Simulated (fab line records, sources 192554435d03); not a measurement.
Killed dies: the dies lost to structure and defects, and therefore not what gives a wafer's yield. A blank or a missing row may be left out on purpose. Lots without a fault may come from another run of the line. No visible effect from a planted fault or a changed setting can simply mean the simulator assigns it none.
Which tool is to blame? || flow n5-finfet || 28 wafers from 10 lots sampled at 5 of the route's 1938 steps

== WHAT EACH GAUGE READ, for each wafer ==
Not one reading of a measure or inspect step in the record can be checked against a usual standard deviation.

== WHICH TOOL RAN EACH LOT (tool, then ch and the chambers of the sampled wafers, then the start) ==
{"lot": "L379", "N5_BEOL_M7_ETCH_65": "rie-diel-03 ch 1,2, day 9 21:49", "N5_BEOL_M7_ETCH_41": "rie-diel-03 ch 1,2, day 9 22:04", "N5_BEOL_M7_STRIP_80": "rie-diel-03 ch 1,2, day 9 23:00 or earlier", "N5_BEOL_M7_PRE_CLEAN_45": "pvd-sputter-03, day 9 23:00", "N5_PASSIVATION_PROBE_49": "-"}
{"lot": "L382", "N5_BEOL_M7_ETCH_65": "rie-diel-03 ch 0,2,3, day 10 12:45", "N5_BEOL_M7_ETCH_41": "rie-diel-03 ch 0,2,3, day 10 13:01", "N5_BEOL_M7_STRIP_80": "rie-diel-03 ch 0,2,3, day 10 14:03 or earlier", "N5_BEOL_M7_PRE_CLEAN_45": "pvd-sputter-01, day 10 14:03", "N5_PASSIVATION_PROBE_49": "-"}
{"lot": "L387", "N5_BEOL_M7_ETCH_65": "rie-diel-01 ch 1,2, day 11 15:53", "N5_BEOL_M7_ETCH_41": "rie-diel-01 ch 1,2, day 11 16:08", "N5_BEOL_M7_STRIP_80": "rie-diel-01 ch 1,2, day 11 17:05 or earlier", "N5_BEOL_M7_PRE_CLEAN_45": "pvd-sputter-02, day 11 17:05", "N5_PASSIVATION_PROBE_49": "-"}
{"lot": "L389", "N5_BEOL_M7_ETCH_65": "rie-diel-03 ch 1,2,3, day 11 18:44", "N5_BEOL_M7_ETCH_41": "rie-diel-03 ch 1,2,3, day 11 18:59", "N5_BEOL_M7_STRIP_80": "rie-diel-03 ch 1,2,3, day 11 19:43 or earlier", "N5_BEOL_M7_PRE_CLEAN_45": "pvd-sputter-01, day 11 19:43", "N5_PASSIVATION_PROBE_49": "-"}
{"lot": "L388", "N5_BEOL_M7_ETCH_65": "rie-diel-03 ch 0,2,3, day 11 20:35", "N5_BEOL_M7_ETCH_41": "rie-diel-03 ch 0,2,3, day 11 20:50", "N5_BEOL_M7_STRIP_80": "rie-diel-03 ch 0,2,3, day 11 21:32 or earlier", "N5_BEOL_M7_PRE_CLEAN_45": "pvd-sputter-03, day 11 21:32", "N5_PASSIVATION_PROBE_49": "-"}
{"lot": "L391", "N5_BEOL_M7_ETCH_65": "rie-diel-01 ch 1,2,3, day 12 17:07", "N5_BEOL_M7_ETCH_41": "rie-diel-01 ch 1,2,3, day 12 17:22", "N5_BEOL_M7_STRIP_80": "rie-diel-01 ch 1,2,3, day 12 19:39 or earlier", "N5_BEOL_M7_PRE_CLEAN_45": "pvd-sputter-02, day 12 19:39", "N5_PASSIVATION_PROBE_49": "prober-02, day 15 22:22"}
{"lot": "L397", "N5_BEOL_M7_ETCH_65": "rie-diel-03 ch 1,3, day 14 21:37", "N5_BEOL_M7_ETCH_41": "rie-diel-03 ch 1,3, day 14 21:52", "N5_BEOL_M7_STRIP_80": "rie-diel-03 ch 1,3, day 14 23:01 or earlier", "N5_BEOL_M7_PRE_CLEAN_45": "pvd-sputter-02, day 14 23:01", "N5_PASSIVATION_PROBE_49": "-"}
{"lot": "L398", "N5_BEOL_M7_ETCH_65": "rie-diel-01 ch 1,3, day 15 03:19", "N5_BEOL_M7_ETCH_41": "rie-diel-01 ch 1,3, day 15 03:34", "N5_BEOL_M7_STRIP_80": "rie-diel-01 ch 1,3, day 15 04:59 or earlier", "N5_BEOL_M7_PRE_CLEAN_45": "pvd-sputter-02, day 15 04:59", "N5_PASSIVATION_PROBE_49": "-"}
{"lot": "L399", "N5_BEOL_M7_ETCH_65": "rie-diel-01 ch 0,1,3, day 16 00:02", "N5_BEOL_M7_ETCH_41": "rie-diel-01 ch 0,1,3, day 16 00:17", "N5_BEOL_M7_STRIP_80": "rie-diel-01 ch 0,1,3, day 16 00:59 or earlier", "N5_BEOL_M7_PRE_CLEAN_45": "pvd-sputter-03, day 16 00:59", "N5_PASSIVATION_PROBE_49": "-"}
{"lot": "L400", "N5_BEOL_M7_ETCH_65": "rie-diel-03 ch 2,3, day 16 00:07", "N5_BEOL_M7_ETCH_41": "rie-diel-03 ch 2,3, day 16 00:23", "N5_BEOL_M7_STRIP_80": "rie-diel-03 ch 2,3, day 16 03:00 or earlier", "N5_BEOL_M7_PRE_CLEAN_45": "pvd-sputter-01, day 16 03:00", "N5_PASSIVATION_PROBE_49": "-"}
- N5_BEOL_M7_ETCH_65: etches SiARC in CF4, target depth 15.6 nm, time 26 s.
- N5_BEOL_M7_ETCH_41: etches SiCN in CH3F/O2, target depth 31.9 nm, time 57.8 s.
- N5_BEOL_M7_STRIP_80: strips in N2/H2, time 10 s.
- N5_BEOL_M7_PRE_CLEAN_45: time 30 s.
- N5_PASSIVATION_PROBE_49

== AS READ BY THE TOOLS THEMSELVES (means over the sampled wafers that have a number; for cases with no such wafer, the mark the record gives instead) ==
N5_BEOL_M7_ETCH_65. Usual: for drypump-motor-current-A, 5.9 A with a standard deviation of 0.52; for etch-rf-on-time-s, 25.8 s with a standard deviation of 0.52; for oes-product-au, 0.68 a.u. with a standard deviation of 0.069; for rf-fwd-power-W, 532.6 W with a standard deviation of 2.7; for rf-vpp-V, 184.2 V with a standard deviation of 1.1; for showerhead-plenum-p-Torr, 2.15 Torr with a standard deviation of 0.06; for throttle-valve-pct, 15.52 % with a standard deviation of 0.28.
{"lot": "L379", "tool": "rie-diel-03", "drypump-motor-current-A (A)": 5.9, "etch-rf-on-time-s (s)": 25.7, "oes-product-au (a.u.)": 0.63, "rf-fwd-power-W (W)": 535.0, "rf-vpp-V (V)": 184.8, "showerhead-plenum-p-Torr (Torr)": 2.20, "throttle-valve-pct (%)": 15.88, "flag": ""}
{"lot": "L382", "tool": "rie-diel-03", "drypump-motor-current-A (A)": 5.8, "etch-rf-on-time-s (s)": 25.4, "oes-product-au (a.u.)": 0.69, "rf-fwd-power-W (W)": 534.3, "rf-vpp-V (V)": 184.2, "showerhead-plenum-p-Torr (Torr)": 2.15, "throttle-valve-pct (%)": 15.40, "flag": ""}
{"lot": "L387", "tool": "rie-diel-01", "drypump-motor-current-A (A)": 5.8, "etch-rf-on-time-s (s)": 25.4, "oes-product-au (a.u.)": 0.73, "rf-fwd-power-W (W)": 530.2, "rf-vpp-V (V)": 186.1, "showerhead-plenum-p-Torr (Torr)": 2.23, "throttle-valve-pct (%)": 15.23, "flag": ""}
{"lot": "L389", "tool": "rie-diel-03", "drypump-motor-current-A (A)": 6.2, "etch-rf-on-time-s (s)": 25.6, "oes-product-au (a.u.)": 0.65, "rf-fwd-power-W (W)": 533.1, "rf-vpp-V (V)": 184.8, "showerhead-plenum-p-Torr (Torr)": 2.18, "throttle-valve-pct (%)": 15.66, "flag": ""}
{"lot": "L388", "tool": "rie-diel-03", "drypump-motor-current-A (A)": 5.8, "etch-rf-on-time-s (s)": 25.6, "oes-product-au (a.u.)": 0.67, "rf-fwd-power-W (W)": 533.9, "rf-vpp-V (V)": 184.2, "showerhead-plenum-p-Torr (Torr)": 2.15, "throttle-valve-pct (%)": 15.43, "flag": ""}
{"lot": "L391", "tool": "rie-diel-01", "drypump-motor-current-A (A)": 5.6, "etch-rf-on-time-s (s)": 25.6, "oes-product-au (a.u.)": 0.73, "rf-fwd-power-W (W)": 532.1, "rf-vpp-V (V)": 184.8, "showerhead-plenum-p-Torr (Torr)": 2.18, "throttle-valve-pct (%)": 15.28, "flag": ""}
{"lot": "L397", "tool": "rie-diel-03", "drypump-motor-current-A (A)": 6.3, "etch-rf-on-time-s (s)": 25.8, "oes-product-au (a.u.)": 0.66, "rf-fwd-power-W (W)": 530.9, "rf-vpp-V (V)": 184.9, "showerhead-plenum-p-Torr (Torr)": 2.19, "throttle-valve-pct (%)": 15.76, "flag": ""}
{"lot": "L398", "tool": "rie-diel-01", "drypump-motor-current-A (A)": 5.5, "etch-rf-on-time-s (s)": 25.6, "oes-product-au (a.u.)": 0.73, "rf-fwd-power-W (W)": 532.7, "rf-vpp-V (V)": 184.3, "showerhead-plenum-p-Torr (Torr)": 2.15, "throttle-valve-pct (%)": 15.22, "flag": ""}
{"lot": "L399", "tool": "rie-diel-01", "drypump-motor-current-A (A)": 5.9, "etch-rf-on-time-s (s)": 25.5, "oes-product-au (a.u.)": 0.70, "rf-fwd-power-W (W)": 534.3, "rf-vpp-V (V)": 184.2, "showerhead-plenum-p-Torr (Torr)": 2.16, "throttle-valve-pct (%)": 15.30, "flag": ""}
{"lot": "L400", "tool": "rie-diel-03", "drypump-motor-current-A (A)": 6.2, "etch-rf-on-time-s (s)": 25.5, "oes-product-au (a.u.)": 0.66, "rf-fwd-power-W (W)": 536.2, "rf-vpp-V (V)": 184.5, "showerhead-plenum-p-Torr (Torr)": 2.15, "throttle-valve-pct (%)": 15.50, "flag": ""}

N5_BEOL_M7_ETCH_41. Usual: CH3F_flow_sccm 30.01 sccm, standard deviation 0.087; O2_flow_sccm 20.00 sccm, standard deviation 0.059; drypump-motor-current-A 5.9 A, standard deviation 0.52; oes-product-au 0.80 a.u., standard deviation 0.08; rf-fwd-power-W 391.7 W, standard deviation 1.6; rf-vpp-V 297.4 V, standard deviation 1.4; showerhead-plenum-p-Torr 2.01 Torr, standard deviation 0.057; throttle-valve-pct 16.23 %, standard deviation 0.28.
{"lot": "L379", "tool": "rie-diel-03", "CH3F_flow_sccm (sccm)": 30.04, "O2_flow_sccm (sccm)": 20.03, "drypump-motor-current-A (A)": 6.0, "oes-product-au (a.u.)": 0.72, "rf-fwd-power-W (W)": 391.7, "rf-vpp-V (V)": 298.2, "showerhead-plenum-p-Torr (Torr)": 2.05, "throttle-valve-pct (%)": 16.57, "flag": ""}
{"lot": "L382", "tool": "rie-diel-03", "CH3F_flow_sccm (sccm)": 30.00, "O2_flow_sccm (sccm)": 20.01, "drypump-motor-current-A (A)": 5.8, "oes-product-au (a.u.)": 0.80, "rf-fwd-power-W (W)": 391.8, "rf-vpp-V (V)": 298.0, "showerhead-plenum-p-Torr (Torr)": 2.02, "throttle-valve-pct (%)": 16.13, "flag": ""}
{"lot": "L387", "tool": "rie-diel-01", "CH3F_flow_sccm (sccm)": 29.96, "O2_flow_sccm (sccm)": 20.00, "drypump-motor-current-A (A)": 5.8, "oes-product-au (a.u.)": 0.84, "rf-fwd-power-W (W)": 390.6, "rf-vpp-V (V)": 298.7, "showerhead-plenum-p-Torr (Torr)": 2.08, "throttle-valve-pct (%)": 15.90, "flag": ""}
{"lot": "L389", "tool": "rie-diel-03", "CH3F_flow_sccm (sccm)": 30.00, "O2_flow_sccm (sccm)": 20.04, "drypump-motor-current-A (A)": 6.1, "oes-product-au (a.u.)": 0.76, "rf-fwd-power-W (W)": 391.6, "rf-vpp-V (V)": 298.5, "showerhead-plenum-p-Torr (Torr)": 2.03, "throttle-valve-pct (%)": 16.38, "flag": ""}
{"lot": "L388", "tool": "rie-diel-03", "CH3F_flow_sccm (sccm)": 29.98, "O2_flow_sccm (sccm)": 20.01, "drypump-motor-current-A (A)": 5.7, "oes-product-au (a.u.)": 0.78, "rf-fwd-power-W (W)": 391.8, "rf-vpp-V (V)": 297.4, "showerhead-plenum-p-Torr (Torr)": 2.01, "throttle-valve-pct (%)": 16.17, "flag": ""}
{"lot": "L391", "tool": "rie-diel-01", "CH3F_flow_sccm (sccm)": 30.02, "O2_flow_sccm (sccm)": 20.00, "drypump-motor-current-A (A)": 5.6, "oes-product-au (a.u.)": 0.85, "rf-fwd-power-W (W)": 391.6, "rf-vpp-V (V)": 297.1, "showerhead-plenum-p-Torr (Torr)": 2.03, "throttle-valve-pct (%)": 15.97, "flag": ""}
{"lot": "L397", "tool": "rie-diel-03", "CH3F_flow_sccm (sccm)": 30.05, "O2_flow_sccm (sccm)": 19.99, "drypump-motor-current-A (A)": 6.3, "oes-product-au (a.u.)": 0.76, "rf-fwd-power-W (W)": 392.8, "rf-vpp-V (V)": 297.2, "showerhead-plenum-p-Torr (Torr)": 2.04, "throttle-valve-pct (%)": 16.51, "flag": ""}
{"lot": "L398", "tool": "rie-diel-01", "CH3F_flow_sccm (sccm)": 30.13, "O2_flow_sccm (sccm)": 20.04, "drypump-motor-current-A (A)": 5.5, "oes-product-au (a.u.)": 0.90, "rf-fwd-power-W (W)": 485.8, "rf-vpp-V (V)": 277.0, "showerhead-plenum-p-Torr (Torr)": 2.01, "throttle-valve-pct (%)": 15.91, "flag": "OFF"}
{"lot": "L399", "tool": "rie-diel-01", "CH3F_flow_sccm (sccm)": 30.01, "O2_flow_sccm (sccm)": 19.94, "drypump-motor-current-A (A)": 5.9, "oes-product-au (a.u.)": 0.86, "rf-fwd-power-W (W)": 487.4, "rf-vpp-V (V)": 276.9, "showerhead-plenum-p-Torr (Torr)": 2.02, "throttle-valve-pct (%)": 15.97, "flag": "OFF"}
{"lot": "L400", "tool": "rie-diel-03", "CH3F_flow_sccm (sccm)": 30.00, "O2_flow_sccm (sccm)": 19.95, "drypump-motor-current-A (A)": 6.2, "oes-product-au (a.u.)": 0.76, "rf-fwd-power-W (W)": 392.9, "rf-vpp-V (V)": 298.0, "showerhead-plenum-p-Torr (Torr)": 2.01, "throttle-valve-pct (%)": 16.25, "flag": ""}

N5_BEOL_M7_STRIP_80. Usual: drypump-motor-current-A 5.9 A, standard deviation 0.53; oes-product-au 0.80 a.u., standard deviation 0.078; rf-vpp-V 59.2 V, standard deviation 0.9; showerhead-plenum-p-Torr 2.55 Torr, standard deviation 0.078; temp-c 40.01 C, standard deviation 0.12; throttle-valve-pct 23.5 %, standard deviation 0.32.
{"lot": "L379", "tool": "rie-diel-03", "drypump-motor-current-A (A)": 6.0, "oes-product-au (a.u.)": 0.73, "rf-vpp-V (V)": 58.7, "showerhead-plenum-p-Torr (Torr)": 2.60, "temp-c (C)": 39.98, "throttle-valve-pct (%)": 23.9, "flag": ""}
{"lot": "L382", "tool": "rie-diel-03", "drypump-motor-current-A (A)": 5.8, "oes-product-au (a.u.)": 0.79, "rf-vpp-V (V)": 59.3, "showerhead-plenum-p-Torr (Torr)": 2.55, "temp-c (C)": 39.98, "throttle-valve-pct (%)": 23.4, "flag": ""}
{"lot": "L387", "tool": "rie-diel-01", "drypump-motor-current-A (A)": 5.8, "oes-product-au (a.u.)": 0.85, "rf-vpp-V (V)": 59.2, "showerhead-plenum-p-Torr (Torr)": 2.65, "temp-c (C)": 39.97, "throttle-valve-pct (%)": 23.4, "flag": ""}
{"lot": "L389", "tool": "rie-diel-03", "drypump-motor-current-A (A)": 6.1, "oes-product-au (a.u.)": 0.76, "rf-vpp-V (V)": 59.2, "showerhead-plenum-p-Torr (Torr)": 2.58, "temp-c (C)": 39.98, "throttle-valve-pct (%)": 23.7, "flag": ""}
{"lot": "L388", "tool": "rie-diel-03", "drypump-motor-current-A (A)": 5.8, "oes-product-au (a.u.)": 0.78, "rf-vpp-V (V)": 59.5, "showerhead-plenum-p-Torr (Torr)": 2.55, "temp-c (C)": 39.95, "throttle-valve-pct (%)": 23.4, "flag": ""}
{"lot": "L391", "tool": "rie-diel-01", "drypump-motor-current-A (A)": 5.6, "oes-product-au (a.u.)": 0.86, "rf-vpp-V (V)": 58.8, "showerhead-plenum-p-Torr (Torr)": 2.58, "temp-c (C)": 40.01, "throttle-valve-pct (%)": 23.3, "flag": ""}
{"lot": "L397", "tool": "rie-diel-03", "drypump-motor-current-A (A)": 6.3, "oes-product-au (a.u.)": 0.75, "rf-vpp-V (V)": 58.0, "showerhead-plenum-p-Torr (Torr)": 2.59, "temp-c (C)": 40.00, "throttle-valve-pct (%)": 23.8, "flag": ""}
{"lot": "L398", "tool": "rie-diel-01", "drypump-motor-current-A (A)": 5.5, "oes-product-au (a.u.)": 0.84, "rf-vpp-V (V)": 58.8, "showerhead-plenum-p-Torr (Torr)": 2.53, "temp-c (C)": 39.99, "throttle-valve-pct (%)": 23.0, "flag": ""}
{"lot": "L399", "tool": "rie-diel-01", "drypump-motor-current-A (A)": 5.9, "oes-product-au (a.u.)": 0.81, "rf-vpp-V (V)": 58.7, "showerhead-plenum-p-Torr (Torr)": 2.55, "temp-c (C)": 40.04, "throttle-valve-pct (%)": 23.2, "flag": ""}
{"lot": "L400", "tool": "rie-diel-03", "drypump-motor-current-A (A)": 6.2, "oes-product-au (a.u.)": 0.76, "rf-vpp-V (V)": 58.6, "showerhead-plenum-p-Torr (Torr)": 2.55, "temp-c (C)": 40.06, "throttle-valve-pct (%)": 23.4, "flag": ""}

N5_BEOL_M7_PRE_CLEAN_45. Usual: heater-power-w reads 332 W (standard deviation 28).
{"lot": "L379", "tool": "pvd-sputter-03", "heater-power-w (W)": 310, "flag": ""}
{"lot": "L382", "tool": "pvd-sputter-01", "heater-power-w (W)": 361, "flag": ""}
{"lot": "L387", "tool": "pvd-sputter-02", "heater-power-w (W)": 319, "flag": ""}
{"lot": "L389", "tool": "pvd-sputter-01", "heater-power-w (W)": 308, "flag": ""}
{"lot": "L388", "tool": "pvd-sputter-03", "heater-power-w (W)": 347, "flag": ""}
{"lot": "L391", "tool": "pvd-sputter-02", "heater-power-w (W)": 337, "flag": ""}
{"lot": "L397", "tool": "pvd-sputter-02", "heater-power-w (W)": 318, "flag": ""}
{"lot": "L398", "tool": "pvd-sputter-02", "heater-power-w (W)": 342, "flag": ""}
{"lot": "L399", "tool": "pvd-sputter-03", "heater-power-w (W)": 340, "flag": ""}
{"lot": "L400", "tool": "pvd-sputter-01", "heater-power-w (W)": 318, "flag": ""}

N5_PASSIVATION_PROBE_49. Usual: defect-limited-yield 91.0 %, standard deviation 1.6; killed_at_M0_to_M3 35, standard deviation 11; killed_at_M4_up 14, standard deviation 5.3; killed-at-contacts 13, standard deviation 6.7; killed-at-front-end 41, standard deviation 12; killed-at-other 3.9, standard deviation 2.7; killed-dies 106, standard deviation 19; killed-open 70, standard deviation 14; killed-short 35, standard deviation 8.8; sort_bin_5_function 5.3 %, standard deviation 1; sort_bin_6_memory 3.3 %, standard deviation 0.81; sort-n-pass 1073, standard deviation 19; sort-yield-pct 91.0 %, standard deviation 1.6.
{"lot": "L391", "tool": "prober-02", "defect-limited-yield (%)": 89.1, "killed_at_M0_to_M3": 42, "killed_at_M4_up": 18, "killed-at-contacts": 16, "killed-at-front-end": 46, "killed-at-other": 6.3, "killed-dies": 129, "killed-open": 80, "killed-short": 49, "sort_bin_5_function (%)": 7.0, "sort_bin_6_memory (%)": 3.5, "sort-n-pass": 1051, "sort-yield-pct (%)": 89.1, "flag": ""}

== THE ANSWER, worked out from the rows above alone ==
Rule: lot off if the mean of its wafers having a number is beyond 3 standard deviations from the usual mean. A lot without any number at a reading at which 4 lots or more have one is off too. The other lots that the step has rows for count as sound. Order of review: gauges by route order, followed by the tools' own readings, for which a lot's mean as printed above is used. At the first step where some lot is off, the reading lying furthest off is the one used; lots without a number count as furthest.
Off, at N5_BEOL_M7_ETCH_41 on rf-fwd-power-W: L398, L399.
If a tool, at that step or one of the process steps before it, ran each lot that is off and ran no sound lot following the first of them, it fits. One fits: N5_BEOL_M7_ETCH_65 and N5_BEOL_M7_ETCH_41 on rie-diel-01. At N5_BEOL_M7_ETCH_65 its last sound lot is L391 (day 12 17:07), its first lot that is off L398 (day 15 03:19): a fault that began between those two fits.

== WHAT THE SIMULATOR HAD INSERTED ==
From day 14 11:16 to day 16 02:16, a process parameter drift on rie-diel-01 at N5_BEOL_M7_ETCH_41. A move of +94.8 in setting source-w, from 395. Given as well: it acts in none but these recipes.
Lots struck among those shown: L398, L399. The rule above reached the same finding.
